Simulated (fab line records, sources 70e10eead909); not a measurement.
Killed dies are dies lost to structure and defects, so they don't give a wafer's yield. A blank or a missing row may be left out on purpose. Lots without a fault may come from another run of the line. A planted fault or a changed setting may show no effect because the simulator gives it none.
Chamber matching | flow nand_harc | NHARC_A_BLC_STRIP_29 on rie_diel-13: 4 sister chambers
The step strips in CF4. 4 wafers are shown with their chamber, then 11 later ones without.

WAFERS WITH THEIR CHAMBER
wafer  | chamber | drypump_motor_current_A (A)
L089.6 | 1       | 5.6
L090.3 | 2       | 5.6
L090.5 | 3       | 6.4
L091.2 | 0       | 6.0

WAFERS WITHOUT THEIR CHAMBER
wafer  | drypump_motor_current_A (A)
L091.3 | 6.4
L091.4 | 5.6
L092.1 | 6.1
L092.2 | 6.4
L092.4 | 5.6
L097.2 | 6.0
L097.3 | 5.6
L097.5 | 6.0
L096.3 | 6.3
L096.4 | 6.1
L096.6 | 6.3

WHICH CHAMBER EACH WENT THROUGH
wafer  | from the rows above     | in truth
L091.3 | 3                       | 3
L091.4 | can't be placed: 1 or 2 | 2
L092.1 | 0                       | 0
L092.2 | 3                       | 3
L092.4 | can't be placed: 1 or 2 | 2
L097.2 | 0                       | 0
L097.3 | can't be placed: 1 or 2 | 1
L097.5 | 0                       | 0
L096.3 | 3                       | 3
L096.4 | 0                       | 0
L096.6 | 3                       | 3
Placed correctly: 8 of 11. Can't be placed from these rows: 3 (the true chamber is among the candidates in 3). Placed wrongly: 0.
How it was worked out, from the rows above alone: a wafer's distance from a chamber is the root of the sum, over the readings, of the square of ((its reading less the chamber's mean) divided by the reading's scatter). The wafer belongs to the nearest chamber; if the next one is less than 2 further off, it can't be placed. A chamber's mean is the mean of its shown wafers. The scatter: with one shown wafer a chamber, the root of the mean of the squares of how far each hidden wafer lies from its nearest shown one.
